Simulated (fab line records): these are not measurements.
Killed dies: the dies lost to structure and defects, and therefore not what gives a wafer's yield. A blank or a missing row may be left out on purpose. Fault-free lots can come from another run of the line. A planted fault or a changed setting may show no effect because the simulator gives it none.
Comparing a struck lot with a sound one || flow nand harc || 40 steps out of a route of 1302
Sound: these wafers, L945.1, L945.2, L945.6. Struck: wafer L962.5 (left out: L962.3, L962.4 of the same lot, which were not struck); the cause appears at the end.
Per side, at each step with rows, come the tool, then ch with its chambers, and then its first start. Under that, the readings that differ: sound wafers || struck wafers || difference of the means || sigmas: that difference in standard deviations of wafers without a fault.
alike: words and numbers the same on both sides, and readings whose means are apart by under 2 such deviations; not compared: readings that were withheld, readings missing a value for some wafer, numbers with overlapping values and no deviation given by the record, and bounds like >300 which may hide the same value.
The two part at a step that has a row with sigmas, a row that says differs or no value, or rows on one side only. When numbers do not overlap yet have no deviation, they are printed without sigmas and do not part them. Lack of a reading on every wafer of one side parts them only where that side has two or more wafers.

first, 3 steps without rows for these wafers: NHARC_A_CHANNEL_HOLE_D2_STRIP_28 (strips in O2); NHARC_A_CHANNEL_HOLE_D2_PRECLEAN_29 (cleans in SC1); NHARC_A_CHANNEL_HOLE_D2_SRD_30.
NHARC_A_CHANNEL_HOLE_D2_CD_MEAS_31:
  sound on cd sem-03, day 14 09:26; struck on cd sem-01, day 21 12:13
{"reading": "cd nm (nm)", "sound": "91.5 92.5 94.5", "struck": 89.5, "difference": -3.3, "sigmas": -2}
after that, 1 step had no rows for these wafers: NHARC_A_CHANNEL_HOLE_D2_XSEM_32.
NHARC_A_CHANNEL_HOLE_D2_INSPECT_40:
  sound on defect inspect-01, day 14 09:37; struck on defect inspect-01, day 21 12:24
  alike: raw defect count
then, 6 steps without rows for these wafers: NHARC_A_CHANNEL_FILL_D2_PRECLEAN_00 (cleans in SC1); NHARC_A_CHANNEL_FILL_D2_SRD_01; NHARC_A_CHANNEL_FILL_D2_ALD_02 (deposits SiO2, target thk 6 nm, pulse time 10 s, ald cycles 60); NHARC_A_CHANNEL_FILL_D2_ALD_03 (deposits SiNx, target thk 6 nm, pulse time 60 s, ald cycles 58); NHARC_A_CHANNEL_FILL_D2_ALD_14 (deposits SiO2, target thk 2.5 nm, pulse time 10 s, ald cycles 25); NHARC_A_CHANNEL_FILL_D2_ALD_15 (deposits SiNx, target thk 2 nm, pulse time 60 s, ald cycles 19).
NHARC_A_CHANNEL_FILL_D2_ALD_16: deposits SiO2, target thk 1.5 nm, pulse time 10 s, ald cycles 15.
  sound on ald hk-02 ch 0,3, day 14 22:32; struck on ald hk-03 ch 3, day 22 00:54
  alike: heater power w, precursor pulse height rel
then, 2 steps without rows for these wafers: NHARC_A_CHANNEL_FILL_D2_ANNEAL_17 (time 1800 s); NHARC_A_CHANNEL_FILL_D2_CVD_18 (deposits poly-Si, target thk 3 nm).
NHARC_A_CHANNEL_FILL_D2_ETCHBACK_19: etches the open film in HBr/Cl2, target depth 5 nm, time 1.7 s.
  sound on rie si-03 ch 1,2, day 15 10:22; struck on rie si-03 ch 0, day 22 13:02
  alike: drypump motor current A, oes product au, throttle valve pct
  not compared: rf hours counter h
then, 6 steps without rows for these wafers: NHARC_A_CHANNEL_FILL_D2_ETCHBACK_20 (etches the open film in C4F8/O2/Ar, target depth 27 nm, time 13.5 s); NHARC_A_CHANNEL_FILL_D2_STRIP_28 (strips in O2, time 20 s); NHARC_A_CHANNEL_FILL_D2_PRECLEAN_21 (cleans in dHF, time 30 s); NHARC_A_CHANNEL_FILL_D2_SRD_23; NHARC_A_CHANNEL_FILL_D2_CVD_05 (deposits poly-Si, target thk 5 nm); NHARC_A_CHANNEL_FILL_D2_ANNEAL_22 (time 7200 s).
NHARC_A_CHANNEL_FILL_D2_THK_MEAS_06: measures by ellipsometry.
  sound on film metro-01, day 15 23:16; struck on film metro-01, day 23 01:45
  alike: thk nm
then, 1 step without rows for these wafers: NHARC_A_CHANNEL_FILL_D2_ALD_25 (deposits SiOx, target thk 60 nm, pulse time 10 s, ald cycles 600).
NHARC_A_CHANNEL_FILL_D2_ETCHBACK_08: etches the open film in C4F8, target depth 220 nm, time 110 s.
  sound on rie diel-11 ch 0,1,3; struck on rie diel-09 ch 2
  alike: oes product au, rf vpp V
  not compared: rf hours counter h
NHARC_A_CHANNEL_FILL_D2_STRIP_29: strips in O2, time 20 s.
  sound on rie diel-11 ch 1,3; struck on rie diel-09 ch 3
  alike: drypump motor current A, oes product au, rf vpp V, showerhead plenum p Torr, throttle valve pct
  not compared: rf hours counter h
then, 3 steps without rows for these wafers: NHARC_A_CHANNEL_FILL_D2_PRECLEAN_30 (cleans in dHF, time 30 s); NHARC_A_CHANNEL_FILL_D2_SRD_31; NHARC_A_CHANNEL_FILL_D2_CVD_09 (deposits poly-Si, target thk 150 nm, time 3000 s).
NHARC_A_CHANNEL_FILL_D2_CMP_10: polishes, target thk 150 nm.
  sound on cmp-04 ch 1,2,3, day 16 10:46; struck on cmp-04 ch 0, day 23 13:10
  alike: motor current A, time to endpoint s
then, 2 steps without rows for these wafers: NHARC_A_CHANNEL_FILL_D2_SRD_12; NHARC_A_CHANNEL_FILL_D2_RTA_24 (time 5 s).
NHARC_A_STAIRCASE_DEP_156: deposits SiNx, target thk 50 nm.
  sound on pecvd-01 ch 0,2, day 16 11:27; struck on pecvd-01 ch 2, day 23 13:53
  alike: heater power w
then, 6 steps without rows for these wafers: NHARC_A_STAIRCASE_DEHYDRATE_158 (time 120 s); NHARC_A_STAIRCASE_HMDS_159 (time 30 s); NHARC_A_STAIRCASE_COAT_160; NHARC_A_STAIRCASE_SOFTBAKE_161 (time 170 s); NHARC_A_STAIRCASE_EBR_162; NHARC_A_STAIRCASE_EXPOSE_163 (exposes mask STAIR OPEN).
-- record jumps: 9 days between struck wafers' starts before vs after; left off in module A_STAIRCASE, resumes in module END, first step shown is number 1302 of the route --
NHARC_END_SORT_01:
  sound on prober-02 ch 0, day 25 14:55; struck on prober-01 ch 0, day 32 21:22
{"reading": "killed at array", "sound": "17 20 25", "struck": 116, "difference": "+95", "sigmas": "+5"}
{"reading": "killed dies", "sound": "22 22 26", "struck": 119, "difference": "+96", "sigmas": "+5"}
  alike: killed at other, killed at periphery, killed open, killed short

## WHERE THEY PART
Last at NHARC_END_SORT_01 as far as this record goes, first at NHARC_A_CHANNEL_HOLE_D2_CD_MEAS_31.

WHY: what had been put in by the simulator
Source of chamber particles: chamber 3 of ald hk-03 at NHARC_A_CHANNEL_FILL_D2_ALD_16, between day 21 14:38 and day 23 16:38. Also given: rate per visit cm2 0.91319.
